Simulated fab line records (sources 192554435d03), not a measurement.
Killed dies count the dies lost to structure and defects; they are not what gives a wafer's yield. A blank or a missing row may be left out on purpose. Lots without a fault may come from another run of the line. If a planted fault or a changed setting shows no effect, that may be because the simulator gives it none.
Chamber matching :: flow n5_finfet :: 4 sister chambers for N5_BEOL_M4_DESCUM_16 on rie_diel-01
The step chemistry O2, time 7 s. 14 wafers are shown with their chamber, then 7 later ones without.

== WAFERS WITH THEIR CHAMBER ==
wafer: L079.2
chamber: 3
throttle_valve_pct (%): 20.65
showerhead_plenum_p_Torr (Torr): 2.02
drypump_motor_current_A (A): 5.7

wafer: L079.3
chamber: 1
throttle_valve_pct (%): 20.53
showerhead_plenum_p_Torr (Torr): 2.07
drypump_motor_current_A (A): 5.9

wafer: L079.4
chamber: 0
throttle_valve_pct (%): 20.15
showerhead_plenum_p_Torr (Torr): 2.03
drypump_motor_current_A (A): 6.0

wafer: L086.1
chamber: 2
throttle_valve_pct (%): 20.41
showerhead_plenum_p_Torr (Torr): 2.07
drypump_motor_current_A (A): 6.2

wafer: L086.4
chamber: 3
throttle_valve_pct (%): 20.68
showerhead_plenum_p_Torr (Torr): 2.01
drypump_motor_current_A (A): 5.7

wafer: L086.5
chamber: 0
throttle_valve_pct (%): 20.19
showerhead_plenum_p_Torr (Torr): 2.02
drypump_motor_current_A (A): 6.0

wafer: L087.3
chamber: 0
throttle_valve_pct (%): 20.19
showerhead_plenum_p_Torr (Torr): 2.02
drypump_motor_current_A (A): 6.1

wafer: L087.4
chamber: 3
throttle_valve_pct (%): 20.67
showerhead_plenum_p_Torr (Torr): 2.01
drypump_motor_current_A (A): 5.8

wafer: L087.6
chamber: 0
throttle_valve_pct (%): 20.19
showerhead_plenum_p_Torr (Torr): 2.02
drypump_motor_current_A (A): 6.1

wafer: L089.1
chamber: 3
throttle_valve_pct (%): 20.68
showerhead_plenum_p_Torr (Torr): 2.01
drypump_motor_current_A (A): 5.7

wafer: L089.2
chamber: 0
throttle_valve_pct (%): 20.19
showerhead_plenum_p_Torr (Torr): 2.02
drypump_motor_current_A (A): 6.1

wafer: L089.4
chamber: 0
throttle_valve_pct (%): 20.23
showerhead_plenum_p_Torr (Torr): 2.02
drypump_motor_current_A (A): 6.1

wafer: L092.1
chamber: 0
throttle_valve_pct (%): 20.22
showerhead_plenum_p_Torr (Torr): 2.02
drypump_motor_current_A (A): 6.0

wafer: L092.2
chamber: 2
throttle_valve_pct (%): 20.43
showerhead_plenum_p_Torr (Torr): 2.07
drypump_motor_current_A (A): 6.2

SIGNATURES, as means of the wafers listed above
reading: throttle_valve_pct
chamber 0: 20.1943
chamber 1: 20.5300
chamber 2: 20.4200
chamber 3: 20.6700
scatter within a chamber: 0.0218

reading: showerhead_plenum_p_Torr
chamber 0: 2.0214
chamber 1: 2.0700
chamber 2: 2.0700
chamber 3: 2.0125
scatter within a chamber: 0.00401

reading: drypump_motor_current_A
chamber 0: 6.057
chamber 1: 5.900
chamber 2: 6.200
chamber 3: 5.725
scatter within a chamber: 0.0496
Rule: a wafer's distance from a chamber is the root of the sum, over the readings, of the square of ((its reading less the chamber's mean) divided by the reading's scatter). If the next closest chamber is less than 2 further off than the closest, the wafer can't be placed; otherwise it belongs to the closest. The scatter: take each reading less its chamber's mean, square it, sum over the shown wafers, divide by the number of wafers less the number of chambers, and take the root.

== WAFERS WHOSE CHAMBER IS MISSING ==
wafer: L092.3
throttle_valve_pct (%): 20.15
showerhead_plenum_p_Torr (Torr): 2.06
drypump_motor_current_A (A): 6.0

wafer: L094.1
throttle_valve_pct (%): 20.69
showerhead_plenum_p_Torr (Torr): 2.00
drypump_motor_current_A (A): 5.7

wafer: L094.4
throttle_valve_pct (%): 20.45
showerhead_plenum_p_Torr (Torr): 2.07
drypump_motor_current_A (A): 6.2

wafer: L094.6
throttle_valve_pct (%): 20.21
showerhead_plenum_p_Torr (Torr): 2.02
drypump_motor_current_A (A): 6.1

wafer: L096.1
throttle_valve_pct (%): 20.71
showerhead_plenum_p_Torr (Torr): 2.00
drypump_motor_current_A (A): 5.7

wafer: L096.2
throttle_valve_pct (%): 20.23
showerhead_plenum_p_Torr (Torr): 2.01
drypump_motor_current_A (A): 6.0

wafer: L096.5
throttle_valve_pct (%): 20.70
showerhead_plenum_p_Torr (Torr): 2.00
drypump_motor_current_A (A): 5.7

== WHICH CHAMBER EACH WENT THROUGH ==
wafer: L092.3
from the rows above: 0
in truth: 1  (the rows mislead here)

wafer: L094.1
from the rows above: 3
in truth: 3

wafer: L094.4
from the rows above: 2
in truth: 2

wafer: L094.6
from the rows above: 0
in truth: 0

wafer: L096.1
from the rows above: 3
in truth: 3

wafer: L096.2
from the rows above: 0
in truth: 0

wafer: L096.5
from the rows above: 3
in truth: 3
Correctly placed: 6 of 7. Can't be placed from these rows: 0. Number placed wrongly: 1.
